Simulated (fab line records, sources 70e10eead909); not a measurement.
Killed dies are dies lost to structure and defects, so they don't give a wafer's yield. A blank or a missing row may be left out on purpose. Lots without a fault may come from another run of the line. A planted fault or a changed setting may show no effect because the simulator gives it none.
fab line records | flow nand_harc
record lots=6 wafers=14 last_day=33
route steps=1302 shown A_STAIRCASE@734 END@1302
lots that met no fault: from a run of the same line without faults
start_h: hours from the record's first day to the start of the lot's first wafer shown | wait_h: hours since the lot's step before | " the same as in the row above | L1.1+2: a row that stands for several wafers | - no value, or no start given | * or withheld: withheld | < > ~ a bound
route shown NAME@n: a module of which the file shows steps, and the number in the route of the first | usual: mean/standard deviation of fault-free wafers | same: alike in all rows | chamber/n: place in a boat | sites: the reading at each site | _std_site: their standard deviation | _edge_site: outer sites' mean less inner sites' | radius_mm: how far each site lies from the wafer's centre | mask NAME#n: copy n | behind: the tool/chamber that last shaped the wafer | hold: why the lot was held/for how many hours/how that ended | device: the transistor (n, p or np) that didn't switch | end of line: the same wafers' tests at the end of the route | a step without rows: its recipe alone | killed: dies lost to structure and defects at the first sort, not the wafer's yield | map: a wafer's dies, x killed, . not, _ none there
set.NAME: the setting as run; set.NAME@STEP: as run at that earlier step | model.NAME: the simulator's own value behind a step, which no gauge read
lots at some steps of the route; a table a step, a row a wafer
services: from which hour (start_h, from the record's first day; less than 0 if before it) a tool's chamber was out of use, for how many hours, and why
## steps
# step NHARC_A_STAIRCASE_TRIM_220
# recipe time_s=211.2 o2_flow_sccm=500 ar_flow_sccm=0 bias_w=0 chemistry=O2
# step NHARC_A_STAIRCASE_ETCH_221
# recipe target_depth_a=1000 time_s=40.5 ion_energy_ev=400 c4f8_flow_sccm=20 o2_flow_sccm=10 ar_flow_sccm=withheld rf_w=600 bias_w=1000 chemistry=C4F8/O2
# usual oes_product_au=0.940/0.016 rf_vpp_V=896/4.1 run_length_s=62.0/0.44
# columns lot.wafer tool chamber start_h wait_h oes_product_au rf_hours_counter_h rf_vpp_V run_length_s
L307.1 rie_diel-08 3 - - 0.954 14 898 62.1
L307.3 " 1 " " 0.944 11 906 62.1
L307.5 " 3 " " 0.957 - 898 61.9
L311.1 rie_diel-08 3 - - 0.939 22 899 61.8
L313.1 rie_diel-09 0 - - 0.899 45 895 62.4
L320.1 rie_diel-03 2 - - 0.937 32 892 61.7
L320.4 " 3 " " 0.954 30 904 61.7
L320.6 " 2 " " 0.945 - 895 61.9
L322.4 rie_diel-03 1 - - 0.966 36 894 62.3
L322.1 " 2 " " 0.960 36 892 61.8
L322.3 " 3 " " 0.960 33 905 61.7
L325.2 rie_diel-08 2 - - 0.941 12 890 61.6
L325.1 " 3 " " 0.936 11 896 61.6
L325.4 " 0 " " 0.948 10 897 61.0
# step NHARC_A_STAIRCASE_TRIM_222
# recipe time_s=211.2 o2_flow_sccm=500 ar_flow_sccm=0 bias_w=0 chemistry=O2
# usual drypump_motor_current_A=5.6/0.44 oes_product_au=0.997/0.011 rf_vpp_V=57.8/0.78 showerhead_plenum_p_Torr=3.53/0.11 throttle_valve_pct=17.036/0.0093
# columns lot.wafer tool chamber start_h wait_h drypump_motor_current_A oes_product_au rf_hours_counter_h rf_vpp_V showerhead_plenum_p_Torr throttle_valve_pct
L307.3 rie_diel-08 2 - - 5.7 0.995 15 56.6 3.36 17.026
L307.1 " 0 " " 5.6 1.002 10 57.9 3.58 17.023
L307.5 " 3 " " 5.0 0.998 - 58.9 3.59 17.030
L311.1 rie_diel-08 1 - - 5.6 0.990 18 59.0 3.74 17.051
L313.1 rie_diel-09 1 - - 5.7 0.995 47 59.4 3.49 17.035
L320.1 rie_diel-03 1 - - 6.1 1.001 35 58.5 3.45 17.040
L320.4 " 3 " " 5.7 1.010 30 58.1 3.76 17.035
L320.6 " 0 " " 5.3 1.023 - 58.6 3.41 17.057
L322.4 rie_diel-03 1 - - 6.1 1.007 36 56.7 3.45 17.040
L322.3 " 2 " " 4.8 1.007 36 56.1 3.43 17.029
L322.1 " 0 " " 5.3 1.031 28 56.9 3.41 17.034
L325.2 rie_diel-08 2 - - 5.7 0.997 12 56.8 3.33 17.032
L325.4 " 0 " " 5.6 1.000 10 59.2 3.55 17.048
L325.1 " 1 " " 5.5 1.000 11 59.3 3.71 17.019
# step NHARC_A_STAIRCASE_ETCH_223
# recipe target_depth_a=1000 time_s=40.5 ion_energy_ev=400 c4f8_flow_sccm=20 o2_flow_sccm=10 ar_flow_sccm=withheld rf_w=600 bias_w=1000 chemistry=C4F8/O2
# step NHARC_A_STAIRCASE_TRIM_224
# recipe time_s=211.2 o2_flow_sccm=500 ar_flow_sccm=0 bias_w=0 chemistry=O2
# usual drypump_motor_current_A=5.6/0.43 oes_product_au=0.998/0.011 rf_vpp_V=57.8/0.86 showerhead_plenum_p_Torr=3.54/0.11 throttle_valve_pct=17.036/0.0081
# columns lot.wafer tool chamber start_h wait_h drypump_motor_current_A oes_product_au rf_hours_counter_h rf_vpp_V showerhead_plenum_p_Torr throttle_valve_pct
L307.1 rie_diel-08 3 - - 5.0 1.014 15 57.1 3.59 17.040
L307.3 " 2 " " 5.7 1.002 15 56.8 3.36 17.029
L307.5 " 0 " " 5.6 1.012 - 59.0 3.58 17.037
L311.1 rie_diel-08 1 - - 5.6 0.988 18 58.4 3.74 17.027
L313.1 rie_diel-09 2 - - 5.5 0.989 52 57.2 3.59 17.028
L320.1 rie_diel-03 2 - - 4.8 1.006 33 57.5 3.43 17.032
L320.4 " 0 " " 5.3 1.020 26 57.7 3.41 17.034
L320.6 " 2 " " 4.8 0.994 - 57.5 3.43 17.050
L322.4 rie_diel-03 3 - - 5.7 1.018 33 59.3 3.76 17.034
L322.1 " 0 " " 5.3 1.021 28 56.7 3.41 17.034
L322.3 " 1 " " 6.2 1.000 36 56.2 3.45 17.039
L325.1 rie_diel-08 2 - - 5.7 0.991 13 57.1 3.33 17.043
L325.2 " 3 " " 5.0 0.990 11 57.4 3.56 17.041
L325.4 " 0 " " 5.6 1.003 10 58.3 3.55 17.027
# step NHARC_A_STAIRCASE_ETCH_225
# recipe target_depth_a=1000 time_s=40.5 ion_energy_ev=400 c4f8_flow_sccm=20 o2_flow_sccm=10 ar_flow_sccm=withheld rf_w=600 bias_w=1000 chemistry=C4F8/O2
# step NHARC_A_STAIRCASE_TRIM_226
# recipe time_s=211.2 o2_flow_sccm=500 ar_flow_sccm=0 bias_w=0 chemistry=O2
# step NHARC_A_STAIRCASE_ETCH_227
# recipe target_depth_a=1000 time_s=40.5 ion_energy_ev=400 c4f8_flow_sccm=20 o2_flow_sccm=10 ar_flow_sccm=withheld rf_w=600 bias_w=1000 chemistry=C4F8/O2
# step NHARC_A_STAIRCASE_TRIM_229
# recipe time_s=211.2 o2_flow_sccm=500 ar_flow_sccm=0 bias_w=0 chemistry=O2
# usual drypump_motor_current_A=5.6/0.45 oes_product_au=1.003/0.011 rf_vpp_V=57.8/0.79 showerhead_plenum_p_Torr=3.54/0.12 throttle_valve_pct=17.037/0.0086
# columns lot.wafer tool chamber start_h wait_h drypump_motor_current_A oes_product_au rf_hours_counter_h rf_vpp_V showerhead_plenum_p_Torr throttle_valve_pct
L307.1 rie_diel-09 1 413.73 0.1 5.7 0.993 29 57.5 3.50 17.035
L307.3 " 2 " " 5.5 0.995 34 59.3 3.61 17.047
L307.5 " 2 " " 5.5 0.973 - 58.0 3.61 17.035
L311.1 rie_diel-09 2 444.83 0.1 5.5 0.998 45 59.4 3.60 17.043
L313.1 rie_diel-09 2 468.21 0.1 5.5 0.990 53 58.3 3.59 17.048
L320.4 rie_diel-03 2 550.99 0.1 4.8 1.006 34 57.7 3.43 17.034
L320.1 " 0 " " 5.3 1.028 26 58.0 3.41 17.043
L320.6 " 2 " " 4.8 0.998 - 58.7 3.43 17.025
L322.1 rie_diel-08 0 559.51 0.1 5.6 1.007 2 58.5 3.56 17.047
L322.4 " 2 " " 5.7 0.987 1 58.5 3.34 17.048
L322.3 " 3 " " 5.0 0.993 1 57.9 3.56 17.020
L325.2 rie_diel-03 2 586.99 0.1 4.8 1.005 42 56.9 3.42 17.029
L325.1 " 3 " " 5.7 1.023 40 58.7 3.75 17.040
L325.4 " 0 " " 5.3 1.030 35 57.4 3.41 17.024
# step NHARC_A_STAIRCASE_ETCH_230
# recipe target_depth_a=1000 time_s=40.5 ion_energy_ev=400 c4f8_flow_sccm=20 o2_flow_sccm=10 ar_flow_sccm=withheld rf_w=600 bias_w=1000 chemistry=C4F8/O2
# usual oes_product_au=0.949/0.018 rf_vpp_V=896/4.5 run_length_s=62.1/0.44
# columns lot.wafer tool chamber start_h wait_h oes_product_au rf_hours_counter_h rf_vpp_V run_length_s
L307.1 rie_diel-09 1 - - 0.941 29 895 62.2
L307.3 " 2 " " 0.924 34 899 62.1
L307.5 " 0 " " 0.941 - 894 62.0
L311.1 rie_diel-09 3 - - 0.960 44 897 62.2
L313.1 rie_diel-09 0 - - 0.924 46 893 62.4
L320.1 rie_diel-03 0 - - 0.965 27 892 62.2
L320.4 " 3 " " 0.945 - 904 61.4
L320.6 " 0 " " 0.966 - 892 62.1
L322.1 rie_diel-08 3 - - 0.966 1 898 62.5
L322.4 " 0 " " 0.956 2 898 60.8
L322.3 " 2 " " 0.970 1 889 61.9
L325.4 rie_diel-03 1 - - 0.964 43 893 62.3
L325.2 " 2 " " 0.959 43 892 62.4
L325.1 " 0 " " 1.004 35 892 62.4
# step NHARC_A_STAIRCASE_TRIM_231
# recipe time_s=211.2 o2_flow_sccm=500 ar_flow_sccm=0 bias_w=0 chemistry=O2
# step NHARC_A_STAIRCASE_ETCH_232
# recipe target_depth_a=1000 time_s=40.5 ion_energy_ev=400 c4f8_flow_sccm=20 o2_flow_sccm=10 ar_flow_sccm=withheld rf_w=600 bias_w=1000 chemistry=C4F8/O2
# usual oes_product_au=0.945/0.013 rf_vpp_V=896/4.5 run_length_s=62.1/0.46
# columns lot.wafer tool chamber start_h wait_h oes_product_au rf_hours_counter_h rf_vpp_V run_length_s
L307.1 rie_diel-09 0 414.22 - 0.929 29 895 61.8
L307.3 " 3 " " 0.948 34 896 62.1
L307.5 " 0 " " 0.908 - 895 61.8
L311.1 rie_diel-09 0 445.22 - 0.922 36 895 48.8
L313.1 rie_diel-09 0 468.60 - 0.922 46 894 48.8
L320.1 rie_diel-03 3 551.53 - 0.938 32 905 61.9
L320.4 " 2 " " 0.929 - 892 62.0
L320.6 " 0 " " 0.950 - 892 62.5
L322.1 rie_diel-08 2 559.94 - 0.966 1 890 61.6
L322.4 " 3 " " 0.960 1 898 61.9
L322.3 " 0 " " 0.944 2 897 60.8
L325.4 rie_diel-03 1 587.42 - 0.951 43 893 62.6
L325.2 " 2 " " 0.963 43 892 61.8
L325.1 " 0 " " 0.982 35 892 62.1
# step NHARC_A_STAIRCASE_TRIM_233
# recipe time_s=211.2 o2_flow_sccm=500 ar_flow_sccm=0 bias_w=0 chemistry=O2
# step NHARC_END_SORT_01
# recipe temp_c=25
# usual defect_limited_yield=92.0/2.8 killed_at_array=49/18 killed_at_other=0.7/1.1 killed_at_periphery=4.0/2.6 killed_dies=54/19 killed_open=3.4/1.7 killed_short=2.5/1.7 sort_bin_2_pct=2.8/1.2 sort_bin_3_pct=0.6/0.4 sort_bin_4_pct=4.5/1.5 sort_n_pass=623/19 sort_rim_yield_pct=89/4.8 sort_yield_pct=92.0/2.8
# same gross_dies=677 sort_bin_5_pct[%]=0 sort_bin_6_pct[%]=0 sort_bin_7_pct[%]=0 sort_bin_8_pct[%]=0 sort_rim_n_gross=106.00
# columns lot.wafer tool chamber start_h wait_h defect_limited_yield[%] killed_at_array killed_at_other killed_at_periphery killed_dies killed_open killed_short sort_bin_2_pct[%] sort_bin_3_pct[%] sort_bin_4_pct[%] sort_n_pass sort_rim_yield_pct[%] sort_yield_pct[%]
L307.1 prober-01 0 602.67 2.5 92.8 44 3 2 49 6 2 1.9 0.6 4.7 628 94 92.8
L307.3 prober-01 0 604.26 3.1 95.1 28 1 4 33 4 0 1.9 0.1 2.8 644 91 95.1
L307.5 prober-01 0 605.86 3.7 91.0 56 4 1 61 2 2 2.4 0.6 6.1 616 92 91.0
L325.1 prober-01 0 790.54 2.6 94.5 28 0 9 37 3 5 1.0 0.4 4.0 640 92 94.5
L325.2 prober-01 0 791.35 2.9 96.6 22 0 1 23 4 2 0.6 0.3 2.5 654 95 96.6
L325.4 prober-01 0 792.97 3.5 95.7 25 0 4 29 6 2 1.0 0.1 3.1 648 95 95.7
# killed by level:class
L307.1 A_CHANNEL_HOLE_D2:chamber_film_flake=26 A_SGD_CUT:chamber_film_flake=3 A_CONTACT:chamber_film_flake=3 THIN_TSV:chamber_film_flake=3 A_CHANNEL_FILL_D2:geometric_particle:open=2 A_CHANNEL_HOLE_D1:chamber_film_flake=2 A_DECK1_JOINT:chamber_film_flake=2 P_CONTACT:geometric_particle:short=1
L307.3 A_CHANNEL_HOLE_D2:chamber_film_flake=15 A_CHANNEL_HOLE_D1:chamber_film_flake=4 A_SGD_CUT:chamber_film_flake=4 P_M1:chamber_film_flake=2 P_CONTACT:geometric_particle:open=1 P_M0:geometric_particle:open=1 A_ONON_D2:geometric_particle:open=1 A_CHANNEL_FILL_D2:geometric_particle:open=1
L307.5 A_CHANNEL_HOLE_D2:chamber_film_flake=32 A_SGD_CUT:chamber_film_flake=7 A_CHANNEL_HOLE_D1:chamber_film_flake=5 A_CONTACT:chamber_film_flake=4 THIN_TSV:chamber_film_flake=4 A_STAIRCASE:chamber_film_flake=2 P_GATE:geometric_particle:open=1 A_ONON_D1:geometric_particle:short=1
L325.1 A_CONTACT:chamber_film_flake=12 A_SLIT:chamber_film_flake=7 P_BONDPAD:chamber_film_flake=3 P_M0:geometric_particle:short=2 A_DECK1_JOINT:geometric_particle:short=2 P_M0:geometric_particle:open=1 A_DECK1_JOINT:geometric_particle:open=1 A_SGD_CUT:geometric_particle:short=1
L325.2 A_CONTACT:chamber_film_flake=7 A_DECK1_JOINT:chamber_film_flake=3 A_SLIT:chamber_film_flake=3 A_CHANNEL_HOLE_D1:chamber_film_flake=2 A_DECK1_JOINT:geometric_particle:open=1 A_ONON_D2:geometric_particle:open=1 A_ONON_D2:geometric_particle:short=1 A_CHANNEL_FILL_D2:geometric_particle:open=1
L325.4 A_SLIT:chamber_film_flake=8 A_CONTACT:chamber_film_flake=6 A_STAIRCASE:chamber_film_flake=3 A_DECK1_JOINT:geometric_particle:open=2 P_CONTACT:geometric_particle:short=1 A_SOURCE_PLATE:geometric_particle:open=1 A_CHANNEL_FILL_D1:geometric_particle:short=1 A_CHANNEL_FILL_D1:geometric_particle:open=1
## services
# columns tool chamber start_h hours kind
rie_diel-03 0 388.61 - clean
rie_diel-03 1 388.61 - clean
rie_diel-03 2 388.61 - clean
rie_diel-03 3 388.61 - clean
rie_diel-08 0 390.98 3.2 repair
rie_diel-03 0 413.11 - clean
rie_diel-03 1 413.11 - clean
rie_diel-03 2 413.11 - clean
rie_diel-03 3 413.11 - clean
rie_diel-03 2 432.20 15.3 repair
rie_diel-03 0 437.72 - clean
rie_diel-03 1 437.72 - clean
rie_diel-03 3 437.72 - clean
rie_diel-08 - 444.42 3.7 repair
rie_diel-03 - 458.56 9.0 pm
rie_diel-03 0 458.56 9.0 vent_cycle
rie_diel-03 1 458.56 9.0 vent_cycle
rie_diel-03 2 458.56 9.0 vent_cycle
rie_diel-03 3 458.56 9.0 vent_cycle
rie_diel-03 0 467.56 - clean
rie_diel-03 1 467.56 - clean
rie_diel-09 - 499.68 9.0 pm
rie_diel-08 1 542.38 3.7 repair
rie_diel-08 - 545.21 9.0 pm
## key
first_sign step=NHARC_A_STAIRCASE_ETCH_232 reading=run_length_s direction=down sigmas=29 usual=* struck=*
effect none on later readings
met_at NHARC_A_STAIRCASE_ETCH_232
struck_wafers L311.1,L313.1
rows_end L311.1,L313.1
onset_between 414.22 445.22
fault kind=process_parameter_drift tool=rie_diel-09 chamber=0 onset_h=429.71 steps=NHARC_A_STAIRCASE_ETCH_232 channel=time_s offset=* shape=step acts_in=* stated=*
# rows_end: these wafers met a further fault down the route, and their rows from its step on are left out
